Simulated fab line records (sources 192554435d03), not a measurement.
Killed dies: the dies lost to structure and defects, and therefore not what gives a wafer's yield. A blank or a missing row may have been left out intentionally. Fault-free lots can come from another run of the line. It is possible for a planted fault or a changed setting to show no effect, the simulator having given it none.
fab line records	flow n5-finfet
record: lots: 6	wafers: 18	last-day: 18
route steps=1938 shown BEOL_M10@1497 PASSIVATION@1936
lots untouched by any fault: they come from a run of this same line in which no faults occurred
start-h: hours from the record's opening day to when the first of the lot's shown wafers began	wait-h: how many hours have passed since the lot's step before this one	" same as the row above	L1.1+2: several wafers, shown together as one row	- either no value or no given start	* or withheld: withheld	< > ~ a bound
route shown NAME@n: a module of which the file shows steps, and the number in the route of the first	usual: mean/standard deviation taken from wafers without a fault	same: alike in all rows	chamber/n: place in a boat	sites: per-site readings	_std_site: the values' standard deviation	_edge_site: inner sites' mean taken away from outer sites' mean	radius-mm: how far each site lies from the wafer's centre	mask NAME#n: copy n	behind: the tool/chamber that last shaped the wafer	hold: reason for holding the lot/hours on hold/outcome of the hold	device: which transistor (n, p or np) failed to switch	end of line: the tests these same wafers got at the end of their route	a step given without rows: its recipe and nothing more	killed: dies lost to structure and defects at the first sort, not the wafer's yield	map: per-die view of a wafer (x killed, . not killed, _ where there is no die)
set.NAME: setting as actually run; set.NAME@STEP: the setting as run at that earlier step	model.NAME: the simulator's own value behind a step, which no gauge read
lots seen at some steps along the route; tables by step, rows by wafer
services: a tool's chamber out of use, with start hour (start-h, from the record's first day; less than 0 if before it), hours out, and reason
== steps ==
step: N5_BEOL_M10_EBR_24
recipe: solvent: PGMEA	ebr-width-mm: 1.5
step: N5_BEOL_M10_SOFTBAKE_23
recipe: temp-c: 110	time-s: 60	resist: CAR-ArF
step: N5_BEOL_M10_EXPOSE_25
recipe: mask-id: V9	na: 1.35	source-shape: annular	sigma-inner: 0.5	sigma-outer: 0.8	polarization: unpolarized	dose-mj: 85.5
step: N5_BEOL_M10_PEB_26
recipe: peb-temp-c: withheld	peb-time-s: 60	resist: CAR-ArF
step: N5_BEOL_M10_DEVELOP_27
recipe: develop-time-s: 30	developer: TMAH	resist: CAR-ArF	rinse-liquid: diw	dry: air-spin	dev-temp-c: 23
step: N5_BEOL_M10_CD_MEAS_28
recipe: target-cd-nm: 70	landing-energy-ev: 500	detector: se-inlens	polarity: opening
usual: cd-nm: 70.0/0.63
lot.wafer	tool	chamber	start-h	wait-h	cd-nm
L530.2	cd-sem-02	0	264.93	-	69.7
L530.3	"	0	"	"	69.9
L530.6	"	0	"	"	69.8
L539.1	cd-sem-01	0	316.69	-	69.3
L539.4	"	0	"	"	69.7
L539.6	"	0	"	"	69.8
L541.2	cd-sem-02	0	324.92	-	69.1
L541.3	"	0	"	"	69.4
L541.6	"	0	"	"	70.0
L546.1	cd-sem-02	0	355.62	-	70.2
L546.5	"	0	"	"	71.1
L546.6	"	0	"	"	71.1
L549.1	cd-sem-03	0	368.51	-	70.4
L549.3	"	0	"	"	69.9
L549.6	"	0	"	"	70.1
L551.1	cd-sem-02	0	394.61	-	71.6
L551.3	"	0	"	"	70.0
L551.5	"	0	"	"	70.8
step: N5_BEOL_M10_OVL_MEAS_29
recipe: points-per-wafer: 44
usual: V9_OVL: 0.3/0.7
same: points-per-wafer: 44
lot.wafer	tool	chamber	start-h	wait-h	V9_OVL[nm]
L530.2	overlay-01	0	264.96	0.0	-1.0
L530.3	"	0	"	"	0.1
L530.6	"	0	"	"	-0.7
L539.1	overlay-01	0	316.72	0.0	1.5
L539.4	"	0	"	"	0.5
L539.6	"	0	"	"	1.4
L541.2	overlay-02	0	324.95	0.0	0.1
L541.3	"	0	"	"	-0.2
L541.6	"	0	"	"	-0.4
L546.1	overlay-02	0	355.65	0.0	-0.5
L546.5	"	0	"	"	-1.1
L546.6	"	0	"	"	-0.1
L549.1	overlay-01	0	368.54	0.0	0.8
L549.3	"	0	"	"	-0.3
L549.6	"	0	"	"	0.2
L551.1	overlay-02	0	394.64	0.0	-0.6
L551.3	"	0	"	"	0.1
L551.5	"	0	"	"	0.0
step: N5_BEOL_M10_INSPECT_30
recipe: mode: adi	inspect-instrument: brightfield
usual: raw-defect-count: 404/82
lot.wafer	tool	chamber	start-h	wait-h	raw-defect-count
L530.2	defect-inspect-02	-	264.99	0.0	281
L530.3	"	-	"	"	446
L530.6	"	-	"	"	379
L539.1	defect-inspect-01	-	316.75	0.0	291
L539.4	"	-	"	"	303
L539.6	"	-	"	"	306
L541.2	defect-inspect-01	-	324.97	0.0	355
L541.3	"	-	"	"	267
L541.6	"	-	"	"	347
L546.1	defect-inspect-01	-	355.68	0.0	436
L546.5	"	-	"	"	395
L546.6	"	-	"	"	456
L549.1	defect-inspect-02	-	368.56	0.0	393
L549.3	"	-	"	"	524
L549.6	"	-	"	"	402
L551.1	defect-inspect-01	-	394.66	0.0	510
L551.3	"	-	"	"	395
L551.5	"	-	"	"	586
step: N5_BEOL_M10_DESCUM_33
recipe: chemistry: O2	time-s: 7.9	source-power-w: 50	bias-power-w: 20	pressure-mtorr: 20	rf-frequency-hz: 2.712e+07	temp-c: 40	resist: CAR-ArF	o2-flow-sccm: 225
usual: bias-power-w: 20.00/0.063	drypump-motor-current-A: 5.6/0.49	oes-product-au: 0.82/0.058	rf-vpp-V: 243.7/1.5	showerhead-plenum-p-Torr: 2.13/0.079	throttle-valve-pct: 20.38/0.13
lot.wafer	tool	chamber	start-h	wait-h	bias-power-w	drypump-motor-current-A	oes-product-au	rf-hours-counter-h	rf-vpp-V	showerhead-plenum-p-Torr	throttle-valve-pct
L530.2	rie-diel-04	1	265.02	0.0	20.00	5.1	0.84	54	244.1	2.22	20.17
L530.3	"	3	"	"	20.05	6.0	0.93	23	245.0	2.22	20.37
L530.6	"	0	"	"	20.03	5.3	0.84	-	243.2	2.03	20.35
L539.1	rie-diel-04	0	316.80	0.1	19.96	5.3	0.81	92	240.9	2.02	20.38
L539.4	"	3	"	"	19.97	6.1	0.89	-	245.4	2.21	20.38
L539.6	"	2	"	"	19.95	6.1	0.75	-	241.5	2.10	20.36
L541.2	rie-diel-04	3	325.01	0.0	20.01	6.0	0.88	48	245.0	2.21	20.41
L541.3	"	1	"	"	19.98	5.1	0.82	67	244.6	2.21	20.16
L541.6	"	3	"	"	19.99	6.0	0.88	-	244.6	2.21	20.41
L546.1	rie-diel-01	3	356.74	1.1	20.14	6.3	0.80	91	242.0	2.03	20.56
L546.5	"	0	"	"	19.96	5.8	0.75	-	242.9	2.09	20.41
L546.6	"	3	"	"	20.08	6.3	0.80	-	243.3	2.03	20.56
L549.1	rie-diel-03	0	368.59	0.0	20.05	5.5	0.86	68	242.4	2.03	20.16
L549.3	"	3	"	"	19.85	4.8	1.01	4	244.8	2.14	20.40
L549.6	"	2	"	"	20.03	5.3	0.96	-	245.0	2.22	20.21
L551.1	rie-diel-03	1	394.69	0.0	19.82	6.5	0.79	138	243.0	2.18	20.47
L551.3	"	0	"	"	20.00	5.5	0.85	75	241.0	2.02	20.16
L551.5	"	0	"	"	20.02	5.5	0.85	-	242.0	2.02	20.16
step: N5_BEOL_M10_ETCH_65
recipe: chemistry: CF4	target: SiARC	target-depth-a: 390	mask-material: CAR-ArF	time-s: 65	ion-energy-ev: 80	pressure-mtorr: 40	source-w: 545	bias-w: 36	Ar_flow_sccm: 100	cf4-flow-sccm: 100	ends: cleared
usual: drypump-motor-current-A: 5.6/0.5	etch-rf-on-time-s: 64.5/0.97	mfc-ar-sccm: 100.1/0.33	oes-product-au: 0.70/0.05	rf-fwd-power-W: 537.6/2.4	rf-vpp-V: 184.6/1.2	showerhead-plenum-p-Torr: 2.18/0.077	throttle-valve-pct: 15.55/0.14
lot.wafer	tool	chamber	start-h	wait-h	drypump-motor-current-A	etch-rf-on-time-s	mfc-ar-sccm	oes-product-au	rf-fwd-power-W	rf-hours-counter-h	rf-vpp-V	showerhead-plenum-p-Torr	throttle-valve-pct
L530.2	rie-diel-04	1	265.06	0.0	5.0	65.3	100.1	0.72	538.7	54	184.9	2.25	15.27
L530.3	"	3	"	"	6.0	62.4	100.4	0.80	539.3	23	184.8	2.27	15.55
L530.6	"	0	"	"	5.3	65.6	99.3	0.72	536.7	-	183.9	2.09	15.49
L539.1	rie-diel-04	0	316.83	0.0	5.3	65.9	99.7	0.69	533.4	92	183.3	2.08	15.53
L539.4	"	3	"	"	6.0	64.0	99.7	0.76	540.7	-	186.6	2.27	15.57
L539.6	"	2	"	"	6.1	64.6	100.2	0.64	537.7	-	184.8	2.14	15.47
L541.2	rie-diel-04	3	325.04	0.0	6.1	62.6	100.2	0.76	541.4	48	184.8	2.27	15.60
L541.3	"	1	"	"	5.0	64.4	99.6	0.70	535.6	67	184.3	2.25	15.30
L541.6	"	3	"	"	6.1	62.6	99.9	0.76	542.2	-	184.9	2.26	15.59
L546.1	rie-diel-01	3	356.78	0.0	6.3	64.0	99.9	0.69	536.8	91	182.6	2.08	15.67
L546.5	"	0	"	"	5.7	64.6	100.2	0.64	541.8	-	182.6	2.14	15.61
L546.6	"	3	"	"	6.3	64.1	100.0	0.69	536.0	-	182.3	2.08	15.68
L549.1	rie-diel-03	0	368.63	0.0	5.5	65.1	99.6	0.73	533.9	68	183.3	2.08	15.35
L549.3	"	3	"	"	4.8	64.6	100.0	0.85	538.6	4	186.0	2.19	15.48
L549.6	"	2	"	"	5.3	63.8	100.2	0.81	539.1	-	185.6	2.28	15.39
L551.1	rie-diel-03	1	394.73	0.0	6.5	64.8	100.4	0.65	538.5	138	185.0	2.23	15.68
L551.3	"	0	"	"	5.5	63.9	100.2	0.72	534.0	75	184.0	2.08	15.38
L551.5	"	0	"	"	5.5	64.2	100.1	0.73	534.9	-	183.5	2.08	15.40
step: N5_BEOL_M10_ETCH_66
recipe: chemistry: N2/H2	target: SOC	target-depth-a: 1200	overetch-a: 240	mask-material: SiARC	temp-c: 40	time-s: 180	ion-energy-ev: 200	pressure-mtorr: 30	source-w: 840	bias-w: 150	n2-flow-sccm: 200	h2-flow-sccm: 200
usual: drypump-motor-current-A: 5.6/0.49	oes-product-au: 0.66/0.044	rf-fwd-power-W: 836.5/2.3	rf-vpp-V: 525.2/2.8	showerhead-plenum-p-Torr: 2.59/0.099	throttle-valve-pct: 17.76/0.15
lot.wafer	tool	chamber	start-h	wait-h	drypump-motor-current-A	oes-product-au	rf-fwd-power-W	rf-hours-counter-h	rf-vpp-V	showerhead-plenum-p-Torr	throttle-valve-pct
L530.2	rie-diel-04	1	265.11	0.0	5.1	0.68	835.0	54	527.9	2.70	17.66
L530.3	"	3	"	"	6.0	0.74	839.7	23	526.9	2.70	17.73
L530.6	"	0	"	"	5.3	0.68	835.5	-	522.3	2.47	17.74
L539.1	rie-diel-04	0	316.88	0.0	5.3	0.66	836.3	92	521.0	2.47	17.78
L539.4	"	3	"	"	6.0	0.70	836.4	-	527.7	2.69	17.77
L539.6	"	2	"	"	6.1	0.61	836.7	-	524.0	2.54	17.65
L541.2	rie-diel-04	3	325.09	0.0	6.1	0.71	840.1	48	529.0	2.69	17.77
L541.3	"	1	"	"	5.1	0.66	835.4	67	528.5	2.69	17.65
L541.6	"	3	"	"	6.1	0.71	839.9	-	528.1	2.69	17.77
L546.1	rie-diel-01	3	356.83	0.0	6.3	0.65	833.8	91	520.6	2.47	17.94
L546.5	"	0	"	"	5.7	0.61	840.7	-	523.4	2.53	17.72
L546.6	"	3	"	"	6.3	0.65	832.9	-	522.1	2.47	17.94
L549.1	rie-diel-03	0	368.68	0.0	5.5	0.68	838.1	68	520.9	2.46	17.47
L549.3	"	3	"	"	4.8	0.80	835.8	4	525.1	2.60	17.79
L549.6	"	2	"	"	5.3	0.76	837.5	-	529.7	2.72	17.71
L551.1	rie-diel-03	1	394.78	0.0	6.5	0.62	837.7	138	526.8	2.66	17.96
L551.3	"	0	"	"	5.5	0.68	836.7	75	522.1	2.46	17.48
L551.5	"	0	"	"	5.5	0.68	833.9	-	522.9	2.46	17.49
step: N5_BEOL_M10_STRIP_69
recipe: chemistry: N2/H2	temp-c: 40	n2-flow-sccm: 200	h2-flow-sccm: 200	rf-frequency-hz: 6e+07
step: N5_BEOL_M10_VIA_ETCH_34
recipe: chemistry: C4F6/O2	target: SiCOH_lowk	target-depth-a: 1845	mask-material: SOC	taper-deg: 4	time-s: 69.2	ion-energy-ev: 250	pressure-mtorr: 30	source-w: 345	bias-w: 185	Ar_flow_sccm: 300	C4F6_flow_sccm: 10	O2_flow_sccm: 10
usual: drypump-motor-current-A: 5.6/0.49	mfc-ar-sccm: 299.9/0.91	oes_ar_750_au: 0.81/0.056	oes_f_703_au: 0.81/0.055	oes_o_777_au: 0.81/0.052	oes-product-au: 0.82/0.058	rf-fwd-power-W: 341.7/1.3	rf-vpp-V: 669/7.2	showerhead-plenum-p-Torr: 2.90/0.1	throttle-valve-pct: 20.86/0.16
lot.wafer	tool	chamber	start-h	wait-h	drypump-motor-current-A	mfc-ar-sccm	oes_ar_750_au	oes_f_703_au	oes_o_777_au	oes-product-au	rf-fwd-power-W	rf-hours-counter-h	rf-vpp-V	showerhead-plenum-p-Torr	throttle-valve-pct	model.etch.depth-nm	model.SOC_of_BEOL_M10_COAT_63.thk-nm
L530.2	rie-diel-04	1	265.23	0.0	5.1	299.8	0.83	0.83	0.84	0.84	341.9	55	669	2.99	20.54	183.9	91.8
L530.3	"	3	"	"	6.0	300.1	0.92	0.91	0.91	0.93	342.6	23	669	3.03	20.93	188.8	91.8
L530.6	"	0	"	"	5.3	298.7	0.84	0.81	0.82	0.84	339.7	-	680	2.78	20.85	182.9	92
L539.1	rie-diel-04	0	317.01	0.0	5.3	299.9	0.70	0.57	0.61	0.77	259.8	92	783	2.77	20.87	164.3	92.6
L539.4	"	3	"	"	6.1	301.3	0.76	0.63	0.65	0.82	260.4	-	769	3.02	20.95	168.9	92.2
L539.6	"	2	"	"	6.1	300.7	0.65	0.54	0.57	0.70	258.8	-	756	2.85	20.74	164.4	92.2
L541.2	rie-diel-04	3	325.22	0.0	6.1	299.2	0.76	0.63	0.65	0.83	260.8	48	769	3.01	20.96	169.3	92.2
L541.3	"	1	"	"	5.0	299.9	0.70	0.58	0.61	0.77	258.6	67	770	2.99	20.55	165	92.4
L541.6	"	3	"	"	6.1	299.1	0.76	0.63	0.65	0.83	261.5	-	770	3.01	20.95	170.8	92.6
L546.1	rie-diel-01	3	356.95	0.0	6.3	300.0	0.81	0.81	0.82	0.81	342.4	91	658	2.77	21.04	186.8	91.4
L546.5	"	0	"	"	5.7	299.7	0.75	0.75	0.75	0.75	341.5	-	666	2.84	20.86	184.8	91.4
L546.6	"	3	"	"	6.3	301.1	0.81	0.81	0.81	0.81	341.6	-	657	2.77	21.04	188.6	91.6
L549.1	rie-diel-03	0	368.80	0.0	5.5	300.6	0.86	0.86	0.86	0.86	339.7	68	663	2.76	20.61	185.3	91.8
L549.3	"	3	"	"	4.8	301.1	0.99	1.00	1.00	1.00	341.9	4	669	2.91	20.90	186.8	91.8
L549.6	"	2	"	"	5.3	299.9	0.93	0.93	0.92	0.95	341.9	-	670	3.03	20.80	190.6	92
L551.1	rie-diel-03	1	394.90	0.0	6.6	298.7	0.77	0.77	0.76	0.78	341.9	138	671	2.97	20.97	185.9	92
L551.3	"	0	"	"	5.5	300.1	0.84	0.85	0.85	0.85	341.0	75	662	2.75	20.61	185	91.6
L551.5	"	0	"	"	5.5	299.7	0.85	0.86	0.85	0.85	341.7	-	662	2.75	20.60	186.7	91.6
step: N5_BEOL_M10_STRIP_73
recipe: chemistry: C4F6/O2	resist: SiARC	rf-frequency-hz: 6e+07
step: N5_PASSIVATION_PROBE_49
usual: defect-limited-yield: 91.1/1.5	killed_at_M0_to_M3: 36/11	killed_at_M4_up: 14/5.6	killed-at-contacts: 11/5.6	killed-at-front-end: 40/12	killed-at-other: 4/3.2	killed-dies: 105/17	killed-open: 69/12	killed-short: 34/8.4	sort_bin_5_function: 5.2/0.95	sort_bin_6_memory: 3.3/0.63	sort-n-pass: 1075/17	sort-yield-pct: 91.1/1.5
same: gross-dies: 1180	killed-at-back-side: 0	sort_bin_4_leakage[%]: 0	sort_bin_8_speed[%]: 0
lot.wafer	tool	chamber	start-h	wait-h	defect-limited-yield[%]	killed_at_M0_to_M3	killed_at_M4_up	killed-at-contacts	killed-at-front-end	killed-at-other	killed-dies	killed-open	killed-short	sort_bin_5_function[%]	sort_bin_6_memory[%]	sort-n-pass	sort-yield-pct[%]
L546.1	prober-01	-	414.45	0.0	90.3	42	23	12	30	7	114	78	35	5.9	3.3	1066	90.3
L546.5	prober-01	-	414.65	0.2	91.5	37	15	12	35	1	100	65	29	5.1	2.8	1080	91.5
L546.6	prober-01	-	414.70	0.3	90.9	29	21	19	35	3	107	74	31	5.6	3.1	1073	90.9
killed by level:class
L546.1 BEOL_M4:geometric-particle:open=12 MOL_CONTACT_COAG:geometric-particle:open=11 BEOL_M0_SAQP:geometric-particle:open=11 BEOL_M0_SAQP:geometric-particle:short=10 FIN_SAQP:geometric-particle:open=9 FIN_SAQP:geometric-particle:short=8 BEOL_M3:geometric-particle:open=6 BEOL_M1:geometric-particle:open=5
L546.5 BEOL_M0_SAQP:geometric-particle:open=12 BEOL_M0_SAQP:geometric-particle:short=12 STI_FIN_REVEAL:geometric-particle:open=9 MOL_CONTACT_COAG:geometric-particle:open=9 DUMMY_GATE:geometric-particle:open=7 BEOL_M1:geometric-particle:open=5 BEOL_M2:geometric-particle:open=4 BEOL_M4:geometric-particle:open=4
L546.6 MOL_CONTACT_COAG:geometric-particle:open=14 BEOL_M4:geometric-particle:open=14 FIN_SAQP:geometric-particle:open=10 BEOL_M0_SAQP:geometric-particle:open=7 MOL_CONTACT_COAG:geometric-particle:short=5 BEOL_M0_SAQP:geometric-particle:short=5 DUMMY_GATE:geometric-particle:open=4 BEOL_M1:geometric-particle:open=4
== services ==
tool	chamber	start-h	hours	kind
rie-diel-01	0	264.71	3.7	repair
rie-diel-04	1	294.03	23.1	repair
rie-diel-03	2	313.71	-	clean
rie-diel-03	2	313.71	-	consumable-replace:focus-ring
rie-diel-03	2	313.71	-	consumable-replace:showerhead
rie-diel-03	2	313.71	17.9	scheduled-down
rie-diel-03	2	313.71	17.9	vent-cycle
rie-diel-03	3	331.61	-	clean
rie-diel-03	3	331.61	-	consumable-replace:focus-ring
rie-diel-03	3	331.61	20.4	scheduled-down
rie-diel-03	3	331.61	20.4	vent-cycle
rie-diel-03	-	353.27	4.3	pm
== key ==
first-sign: step: N5_BEOL_M10_VIA_ETCH_34	reading: rf-fwd-power-W	direction: down	sigmas: 63	usual: *	struck: *
effect: step: N5_BEOL_M10_VIA_ETCH_34	reading: rf-vpp-V	direction: up	sigmas: 14	usual: 669	struck: 769
model-effect: step: N5_BEOL_M10_VIA_ETCH_34	value: etch.depth-nm	without: 185.8	struck: 167.1
met-at N5_BEOL_M10_VIA_ETCH_34
struck-wafers L539.1,L539.4,L539.6,L541.2,L541.3,L541.6
onset-between 265.23 317.01
fault: kind: process-parameter-drift	tool: rie-diel-04	chamber: -	onset-h: 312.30	steps: N5_BEOL_M10_VIA_ETCH_34	channel: source-w	offset: -82.8	shape: step	end-h: 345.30	acts-in: these-recipes-only	stated: 345
